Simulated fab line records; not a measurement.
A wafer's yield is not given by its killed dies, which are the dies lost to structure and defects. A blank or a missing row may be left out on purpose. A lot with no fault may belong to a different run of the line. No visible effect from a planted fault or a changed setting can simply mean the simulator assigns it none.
Matching of chambers + flow nand_harc + 4 sister chambers for NHARC_A_CHANNEL_FILL_D1_ALD_16 on ald_hk-03
The step deposits SiO2, target thk 1.5 nm, pulse time 10 s, ald cycles 15. 14 wafers are shown with their chamber, then 7 later ones without.

## EACH WAFER AND ITS CHAMBER
| wafer  | chamber | heater_power_w (W) | heater_power_outer_w (W) | susceptor_temp_C (C) |
|--------|---------|--------------------|--------------------------|----------------------|
| L081.3 | 2       | 573                | 346                      | 300.15               |
| L081.4 | 0       | 505                | 277                      | 299.98               |
| L081.6 | 0       | 522                | 280                      | 300.12               |
| L080.1 | 0       | 513                | 275                      | 300.16               |
| L080.2 | 2       | 574                | 332                      | 299.62               |
| L080.3 | 3       | 421                | 253                      | 300.40               |
| L082.1 | 0       | 499                | 279                      | 300.32               |
| L082.4 | 1       | 449                | 258                      | 299.84               |
| L082.5 | 1       | 446                | 258                      | 299.75               |
| L083.2 | 1       | 446                | 265                      | 299.75               |
| L083.4 | 0       | 521                | 276                      | 300.14               |
| L083.5 | 1       | 446                | 256                      | 299.95               |
| L089.1 | 1       | 443                | 262                      | 299.56               |
| L089.3 | 2       | 579                | 337                      | 299.96               |

SIGNATURES (averages over the wafers above)
| reading              | chamber 0 | chamber 1 | chamber 2 | chamber 3 | scatter within a chamber |
|----------------------|-----------|-----------|-----------|-----------|--------------------------|
| heater_power_w       | 512.00    | 446.00    | 575.33    | 421.00    | 6.62                     |
| heater_power_outer_w | 277.40    | 259.80    | 338.33    | 253.00    | 4.13                     |
| susceptor_temp_C     | 300.1440  | 299.7700  | 299.9100  | 300.4000  | 0.169                    |
Rule: for a wafer and a chamber, the distance is found by dividing, reading by reading, the gap between the wafer's reading and the chamber's mean by the reading's scatter, squaring, summing and taking the root. If the next closest chamber is less than 2 further off than the closest, the wafer can't be placed; otherwise it belongs to the closest. The scatter is the square root of a quotient: the sum, over the shown wafers, of each reading's squared deviation from its chamber's mean, divided by wafers minus chambers.

## WAFERS WITH NO CHAMBER GIVEN
| wafer  | heater_power_w (W) | heater_power_outer_w (W) | susceptor_temp_C (C) |
|--------|--------------------|--------------------------|----------------------|
| L089.6 | 422                | 248                      | 300.07               |
| L092.2 | 425                | 257                      | 299.93               |
| L092.3 | 596                | 345                      | 299.80               |
| L092.6 | 419                | 255                      | 300.30               |
| L096.2 | 452                | 259                      | 300.03               |
| L096.3 | 423                | 251                      | 299.81               |
| L096.5 | 430                | 252                      | 300.18               |

## WHICH CHAMBER EACH WENT THROUGH
| wafer  | from the rows above     | in truth |
|--------|-------------------------|----------|
| L089.6 | 3                       | 3        |
| L092.2 | can't be placed: 3 or 1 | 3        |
| L092.3 | 2                       | 2        |
| L092.6 | 3                       | 3        |
| L096.2 | 1                       | 1        |
| L096.3 | can't be placed: 3 or 1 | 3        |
| L096.5 | 3                       | 3        |
Correctly placed: 5 of 7. Cannot be placed on the basis of these rows: 2; the candidates contain the true chamber in 2. Placed wrongly: 0.
